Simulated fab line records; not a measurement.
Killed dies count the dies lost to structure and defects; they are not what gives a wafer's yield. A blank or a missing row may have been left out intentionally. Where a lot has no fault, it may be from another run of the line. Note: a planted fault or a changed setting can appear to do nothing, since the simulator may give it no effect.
Which tool is to blame?    flow n5 finfet    24 lots with 72 wafers sampled at 6 steps, on a route of 1938 steps

WHAT THE GAUGES SHOWED, per wafer
N5_MOL_CONTACT_COAG_OVL_MEAS_09. Usual: CA_OVL typically reads -0.1 nm, with standard deviation 0.66.
lot   measured      on          CA_OVL (nm)     flag
L074  day 4 14:48   overlay-01  0.2 0.5 0.7     
L075  day 4 23:41   overlay-01  0.2 -0.1 -0.7   
L076  day 5 05:42   overlay-02  0.3 0.5 0.1     
L077  day 5 09:37   overlay-01  0.1 -0.1 0.1    
L078  day 5 17:28   overlay-02  0.7 0.1 0.2     
L079  day 5 23:31   overlay-02  0.0 0.9 0.1     
L080  day 6 04:50   overlay-02  -0.2 -1.4 -0.5  
L081  day 6 08:03   overlay-02  -0.6 -1.8 -0.6  
L082  day 6 17:23   overlay-02  -0.9 0.3 -0.2   
L083  day 7 00:08   overlay-02  -0.8 0.2 -0.1   
L084  day 7 05:46   overlay-02  -0.2 -0.5 -0.6  
L085  day 7 12:17   overlay-01  1.4 -0.4 0.1    
L086  day 7 19:03   overlay-01  0.1 0.3 0.3     
L087  day 7 22:34   overlay-02  -0.1 0.5 -0.8   
L088  day 8 00:34   overlay-02  -0.2 -0.1 -0.2  
L089  day 8 08:37   overlay-01  0.2 -0.2 -0.9   
L090  day 8 14:31   overlay-02  0.9 -0.1 0.5    
L091  day 8 20:20   overlay-01  0.5 0.6 1.7     
L092  day 9 03:42   overlay-02  -0.1 -0.4 0.3   
L093  day 9 08:38   overlay-01  -0.5 -0.1 0.2   
L094  day 9 17:29   overlay-02  -1.2 -0.4 -0.4  
L095  day 9 20:19   overlay-02  -1.1 0.1 0.2    
L096  day 10 11:40  overlay-01  -0.6 0.7 0.7    
L097  day 10 12:34  overlay-02  -0.8 -1.3 0.5   

WHAT TOOL EACH LOT RAN ON (gives the tool, then ch and the chambers of the sampled wafers, and finally the start)
lot   N5_GATE_CUT_PECVD_57            N5_GATE_CUT_HM_DEP_46            N5_GATE_CUT_ETCH_36                 N5_GATE_CUT_CUT_ETCH_54            N5_GATE_CUT_VAPOR_ETCH_51
L074  pecvd-04 ch 0,1,2, day 4 10:15  pecvd-04 ch 0,1, day 4 10:39     rie diel-02 ch 2,3, day 4 11:10     rie metal-02 ch 0, day 4 11:34     rie metal-02 ch 0, day 4 11:44
L075  pecvd-04 ch 0,1,2, day 4 18:40  pecvd-03 ch 0,1,2, day 4 19:05   rie diel-06 ch 0,3, day 4 19:44     rie metal-01 ch 0, day 4 20:11     rie metal-01 ch 0, day 4 20:33
L076  pecvd-01 ch 0,1, day 5 00:52    pecvd-03 ch 0,1, day 5 01:17     rie diel-04 ch 0,1, day 5 01:50     rie metal-03 ch 0,1, day 5 02:14   rie metal-03 ch 0,1, day 5 02:25
L077  pecvd-01 ch 0,2, day 5 04:32    pecvd-04 ch 0,1, day 5 04:57     rie diel-04 ch 0,1,3, day 5 05:49   rie metal-02 ch 1, day 5 06:13     rie metal-02 ch 1, day 5 06:24
L078  pecvd-03 ch 0,2, day 5 12:19    pecvd-04 ch 0,1,2, day 5 12:44   rie diel-06 ch 1,2,3, day 5 13:22   rie metal-01 ch 0,1, day 5 13:46   rie metal-01 ch 0,1, day 5 13:57
L079  pecvd-04 ch 0,1, day 5 18:58    pecvd-04 ch 1,2, day 5 19:22     rie diel-04 ch 0,2,3, day 5 19:53   rie metal-01 ch 0,1, day 5 20:16   rie metal-01 ch 0,1, day 5 20:27
L080  pecvd-01 ch 1,2, day 6 00:03    pecvd-03 ch 0,1,2, day 6 00:27   rie diel-02 ch 1,2, day 6 01:12     rie metal-01 ch 0,1, day 6 01:35   rie metal-01 ch 0,1, day 6 01:46
L081  pecvd-03 ch 0,1,2, day 6 03:26  pecvd-04 ch 0,1, day 6 03:50     rie diel-06 ch 1,3, day 6 04:24     rie metal-01 ch 0,1, day 6 04:48   rie metal-01 ch 0,1, day 6 04:59
L082  pecvd-04 ch 0,1,2, day 6 12:41  pecvd-04 ch 0,1,2, day 6 13:06   rie diel-04 ch 0,1,3, day 6 13:37   rie metal-02 ch 0,1, day 6 14:01   rie metal-02 ch 0,1, day 6 14:11
L083  pecvd-03 ch 0,1,2, day 6 19:06  pecvd-03 ch 0,1,2, day 6 19:31   rie diel-02 ch 1,2, day 6 20:01     rie metal-01 ch 0,1, day 6 20:25   rie metal-01 ch 0,1, day 6 20:36
L084  pecvd-03 ch 0, day 7 01:11      pecvd-04 ch 0,1,2, day 7 01:37   rie diel-04 ch 0,1,3, day 7 02:08   rie metal-01 ch 1, day 7 02:32     rie metal-01 ch 1, day 7 02:43
L085  pecvd-04 ch 0,2, day 7 07:29    pecvd-03 ch 0,1, day 7 07:53     rie diel-06 ch 0,2,3, day 7 08:32   rie metal-01 ch 0,1, day 7 08:56   rie metal-01 ch 0,1, day 7 09:07
L086  pecvd-04 ch 0,2, day 7 14:05    pecvd-04 ch 0,1, day 7 14:30     rie diel-02 ch 2,3, day 7 15:01     rie metal-03 ch 1, day 7 15:29     rie metal-03 ch 1, day 7 15:50
L087  pecvd-01 ch 1,2, day 7 17:51    pecvd-01 ch 1,2, day 7 18:19     rie diel-04 ch 1,2,3, day 7 18:49   rie metal-02 ch 0,1, day 7 19:14   rie metal-02 ch 0,1, day 7 19:25
L088  pecvd-01 ch 2, day 7 19:43      pecvd-01 ch 2, day 7 20:13       rie diel-04 ch 1,2,3, day 7 20:49   rie metal-02 ch 0,1, day 7 21:13   rie metal-02 ch 0,1, day 7 21:23
L089  pecvd-01 ch 1,2, day 8 03:24    pecvd-04 ch 0,1, day 8 03:50     rie diel-06 ch 0,1,3, day 8 04:30   rie metal-03 ch 1, day 8 04:59     rie metal-03 ch 1, day 8 05:28
L090  pecvd-03 ch 0,1,2, day 8 09:35  pecvd-03 ch 0,2, day 8 09:59     rie diel-06 ch 1,2, day 8 10:45     rie metal-02 ch 0,1, day 8 11:09   rie metal-02 ch 0,1, day 8 11:20
L091  pecvd-03 ch 0,1,2, day 8 15:31  pecvd-04 ch 0,2, day 8 15:55     rie diel-04 ch 0,1,2, day 8 16:34   rie metal-01 ch 0,1, day 8 16:58   rie metal-01 ch 0,1, day 8 17:09
L092  pecvd-04 ch 0,1,2, day 8 22:35  pecvd-01 ch 0,2, day 8 23:00     rie diel-06 ch 0,3, day 8 23:56     rie metal-01 ch 0,1, day 9 00:20   rie metal-01 ch 0,1, day 9 00:31
L093  pecvd-04 ch 0,2, day 9 03:50    pecvd-04 ch 1,2, day 9 04:14     rie diel-04 ch 0,2,3, day 9 04:52   rie metal-01 ch 0, day 9 05:16     rie metal-01 ch 0, day 9 05:26
L094  pecvd-01 ch 0,1, day 9 11:20    pecvd-04 ch 1,2, day 9 11:45     rie diel-04 ch 2,3, day 9 12:39     rie metal-02 ch 0,1, day 9 13:04   rie metal-02 ch 0,1, day 9 13:14
L095  pecvd-01 ch 0,1, day 9 15:33    pecvd-01 ch 0,1, day 9 15:59     rie diel-04 ch 1,2,3, day 9 16:41   rie metal-03 ch 0,1, day 9 17:05   rie metal-03 ch 0,1, day 9 17:16
L096  pecvd-01 ch 0,1, day 10 03:41   pecvd-01 ch 0,1, day 10 04:07    rie diel-02 ch 0,2,3, day 10 07:54  rie metal-02 ch 0,1, day 10 08:18  rie metal-02 ch 0,1, day 10 08:29
L097  pecvd-01 ch 0,1, day 10 06:31   pecvd-04 ch 0,1,2, day 10 06:58  rie diel-06 ch 0,2, day 10 08:18    rie metal-03 ch 0,1, day 10 08:41  rie metal-03 ch 0,1, day 10 08:52
- N5_GATE_CUT_PECVD_57: deposits SiNx from SiH4/NH3/N2, target thk 21 nm.
- N5_GATE_CUT_HM_DEP_46: deposits SiO2 from TEOS/O2, target thk 130 nm, time 26.6 s.
- N5_GATE_CUT_ETCH_36: etches SiARC in CF4, target depth 13 nm, time 21.7 s.
- N5_GATE_CUT_CUT_ETCH_54: etches TiN in Cl2/BCl3, target depth 96.7 nm.
- N5_GATE_CUT_VAPOR_ETCH_51: etches HfO2 in BCl3/Cl2.

WHAT THE TOOLS THEMSELVES READ (means of the sampled wafers that have a number; where no wafer has one, the mark that the record gives instead)
N5_GATE_CUT_PECVD_57. Usual: heater power w 730 W, standard deviation 71; showerhead plenum p Torr 5.15 Torr, standard deviation 0.064; throttle valve pct 40.3 %, standard deviation 2.8.
lot   tool      heater power w (W)  showerhead plenum p Torr (Torr)  throttle valve pct (%)  flag
L074  pecvd-04  755                 5.10                             39.7                    
L075  pecvd-04  744                 5.10                             39.8                    
L076  pecvd-01  716                 5.18                             38.1                    
L077  pecvd-01  672                 5.22                             41.2                    
L078  pecvd-03  810                 5.18                             42.5                    
L079  pecvd-04  676                 5.16                             41.2                    
L080  pecvd-01  725                 5.18                             40.8                    
L081  pecvd-03  742                 5.16                             42.1                    
L082  pecvd-04  715                 5.10                             39.8                    
L083  pecvd-03  692                 5.16                             42.1                    
L084  pecvd-03  870                 5.16                             45.3                    
L085  pecvd-04  837                 5.10                             39.3                    
L086  pecvd-04  770                 5.10                             39.4                    
L087  pecvd-01  708                 5.19                             40.7                    
L088  pecvd-01  687                 5.22                             42.5                    
L089  pecvd-01  676                 5.14                             39.0                    
L090  pecvd-03  763                 5.16                             42.3                    
L091  pecvd-03  782                 5.17                             42.2                    
L092  pecvd-04  789                 5.10                             39.8                    
L093  pecvd-04  829                 5.09                             39.3                    
L094  pecvd-01  678                 5.15                             37.7                    
L095  pecvd-01  722                 5.14                             37.6                    
L096  pecvd-01  739                 5.14                             37.7                    
L097  pecvd-01  635                 5.14                             37.7                    

N5_GATE_CUT_HM_DEP_46. Usual: heater power w 535 W, standard deviation 66; showerhead plenum p Torr 8.34 Torr, standard deviation 0.038; throttle valve pct 18.8 %, standard deviation 1.2.
lot   tool      heater power w (W)  showerhead plenum p Torr (Torr)  throttle valve pct (%)  flag
L074  pecvd-04  572                 8.35                             19.0                    
L075  pecvd-03  521                 8.36                             19.7                    
L076  pecvd-03  535                 8.35                             20.5                    
L077  pecvd-04  617                 8.35                             19.1                    
L078  pecvd-04  526                 8.33                             18.5                    
L079  pecvd-04  523                 8.33                             18.7                    
L080  pecvd-03  567                 8.37                             19.6                    
L081  pecvd-04  585                 8.35                             19.0                    
L082  pecvd-04  554                 8.32                             18.6                    
L083  pecvd-03  564                 8.36                             19.7                    
L084  pecvd-04  560                 8.32                             18.5                    
L085  pecvd-03  529                 8.34                             20.6                    
L086  pecvd-04  508                 8.35                             19.3                    
L087  pecvd-01  511                 8.35                             18.2                    
L088  pecvd-01  425                 8.38                             19.9                    
L089  pecvd-04  524                 8.35                             19.0                    
L090  pecvd-03  578                 8.37                             20.0                    
L091  pecvd-04  571                 8.29                             18.0                    
L092  pecvd-01  466                 8.38                             19.2                    
L093  pecvd-04  569                 8.30                             18.3                    
L094  pecvd-04  504                 8.30                             18.3                    
L095  pecvd-01  521                 8.36                             17.8                    
L096  pecvd-01  485                 8.38                             17.9                    
L097  pecvd-04  561                 8.32                             18.6                    

N5_GATE_CUT_ETCH_36. Usual: drypump motor current A 5.8 A, standard deviation 0.56; etch rf on time s 21.7 s, standard deviation 0.67; oes product au 0.70 a.u., standard deviation 0.075; rf vpp V 183.9 V, standard deviation 1.1; showerhead plenum p Torr 2.12 Torr, standard deviation 0.057; throttle valve pct 15.61 %, standard deviation 0.19.
lot   tool         drypump motor current A (A)  etch rf on time s (s)  oes product au (a.u.)  rf vpp V (V)  showerhead plenum p Torr (Torr)  throttle valve pct (%)  flag
L074  rie diel-02  6.6                          22.0                   0.72                   183.0         2.09                             15.51                   
L075  rie diel-06  5.9                          21.9                   0.62                   184.1         2.18                             15.79                   
L076  rie diel-04  5.5                          20.8                   0.82                   184.3         2.15                             15.50                   
L077  rie diel-04  5.6                          21.4                   0.78                   183.3         2.12                             15.55                   
L078  rie diel-06  5.5                          21.8                   0.65                   184.0         2.14                             15.75                   
L079  rie diel-04  5.6                          21.7                   0.71                   182.6         2.08                             15.61                   
L080  rie diel-02  6.4                          21.7                   0.67                   184.5         2.18                             15.34                   
L081  rie diel-06  5.6                          22.3                   0.62                   184.1         2.19                             15.84                   
L082  rie diel-04  5.6                          21.2                   0.76                   184.2         2.12                             15.57                   
L083  rie diel-02  6.5                          22.1                   0.68                   184.3         2.13                             15.36                   
L084  rie diel-04  5.6                          21.3                   0.76                   184.2         2.12                             15.58                   
L085  rie diel-06  5.7                          21.8                   0.71                   184.4         2.13                             15.58                   
L086  rie diel-02  6.7                          21.9                   0.69                   183.9         2.08                             15.72                   
L087  rie diel-04  5.3                          21.5                   0.69                   183.6         2.09                             15.64                   
L088  rie diel-04  5.3                          21.7                   0.68                   183.8         2.09                             15.65                   
L089  rie diel-06  5.8                          22.1                   0.67                   184.5         2.18                             15.67                   
L090  rie diel-06  5.9                          21.8                   0.62                   184.0         2.16                             15.87                   
L091  rie diel-04  5.4                          21.6                   0.71                   183.9         2.11                             15.60                   
L092  rie diel-06  5.4                          22.2                   0.68                   183.8         2.15                             15.60                   
L093  rie diel-04  5.6                          22.0                   0.68                   182.6         2.07                             15.65                   
L094  rie diel-04  5.5                          21.7                   0.64                   182.8         2.06                             15.73                   
L095  rie diel-04  5.3                          21.7                   0.67                   184.1         2.09                             15.67                   
L096  rie diel-02  6.2                          22.0                   0.69                   183.6         2.10                             15.56                   
L097  rie diel-06  6.2                          21.1                   0.73                   183.3         2.14                             15.51                   

N5_GATE_CUT_CUT_ETCH_54. Usual: drypump motor current A 5.6 A, standard deviation 0.35; etch rf on time s 36.9 s, standard deviation 0.88; oes product au 0.63 a.u., standard deviation 0.041; throttle valve pct 22.4 %, standard deviation 0.33.
lot   tool          drypump motor current A (A)  etch rf on time s (s)  oes product au (a.u.)  throttle valve pct (%)  flag
L074  rie metal-02  6.0                          37.0                   0.61                   23.1                    
L075  rie metal-01  5.6                          36.1                   0.62                   22.4                    
L076  rie metal-03  5.5                          37.1                   0.63                   22.5                    
L077  rie metal-02  5.1                          36.6                   0.64                   22.2                    
L078  rie metal-01  5.5                          36.9                   0.62                   22.3                    
L079  rie metal-01  5.5                          36.9                   0.62                   22.3                    
L080  rie metal-01  5.5                          36.8                   0.62                   22.3                    
L081  rie metal-01  5.4                          37.7                   0.63                   22.2                    
L082  rie metal-02  5.7                          36.9                   0.61                   22.8                    
L083  rie metal-01  5.4                          37.9                   0.62                   22.2                    
L084  rie metal-01  5.3                          38.3                   0.64                   22.1                    
L085  rie metal-01  5.4                          37.4                   0.63                   22.2                    
L086  rie metal-03  6.0                          36.2                   0.72                   22.2                    
L087  rie metal-02  5.7                          37.0                   0.61                   22.8                    
L088  rie metal-02  5.4                          36.7                   0.62                   22.5                    
L089  rie metal-03  6.0                          35.7                   0.72                   22.2                    
L090  rie metal-02  5.4                          36.4                   0.62                   22.5                    
L091  rie metal-01  5.4                          37.7                   0.62                   22.2                    
L092  rie metal-01  5.4                          37.6                   0.62                   22.2                    
L093  rie metal-01  5.6                          36.4                   0.60                   22.4                    
L094  rie metal-02  5.4                          37.0                   0.61                   22.5                    
L095  rie metal-03  5.8                          36.7                   0.66                   22.4                    
L096  rie metal-02  5.4                          37.0                   0.60                   22.5                    
L097  rie metal-03  5.5                          36.8                   0.62                   22.6                    

N5_GATE_CUT_VAPOR_ETCH_51. Usual: drypump motor current A 5.6 A, standard deviation 0.35; oes product au 0.70 a.u., standard deviation 0.043.
lot   tool          drypump motor current A (A)  oes product au (a.u.)  flag
L074  rie metal-02  6.0                          0.69                   
L075  rie metal-01  5.6                          0.68                   
L076  rie metal-03  5.5                          0.71                   
L077  rie metal-02  5.1                          0.70                   
L078  rie metal-01  5.5                          0.69                   
L079  rie metal-01  5.5                          0.69                   
L080  rie metal-01  5.5                          0.69                   
L081  rie metal-01  5.4                          0.70                   
L082  rie metal-02  5.7                          0.68                   
L083  rie metal-01  5.4                          0.70                   
L084  rie metal-01  5.3                          0.71                   
L085  rie metal-01  5.4                          0.70                   
L086  rie metal-03  6.0                          0.79                   
L087  rie metal-02  5.7                          0.68                   
L088  rie metal-02  5.4                          0.69                   
L089  rie metal-03  6.0                          0.79                   
L090  rie metal-02  5.4                          0.69                   
L091  rie metal-01  5.4                          0.68                   
L092  rie metal-01  5.4                          0.69                   
L093  rie metal-01  5.6                          0.66                   
L094  rie metal-02  5.4                          0.67                   
L095  rie metal-03  5.8                          0.73                   
L096  rie metal-02  5.4                          0.67                   
L097  rie metal-03  5.5                          0.69                   

THE ANSWER, worked out from the rows above alone
Rule: a lot is off if the mean of its wafers that have a number lies more than 3 standard deviations from the usual mean. Also off: a lot with no number at a reading for which 4 or more lots have one. All remaining lots with rows at the step are treated as sound. Order of review: gauges by route order, followed by the tools' own readings, for which a lot's mean as printed above is used. At the first step where some lot is off, the reading lying furthest off is the one used; lots without a number count as furthest.
Across all readings shown, no lot is off: no conclusion can be drawn from this.

WHAT HAD BEEN PUT IN BY THE SIMULATOR
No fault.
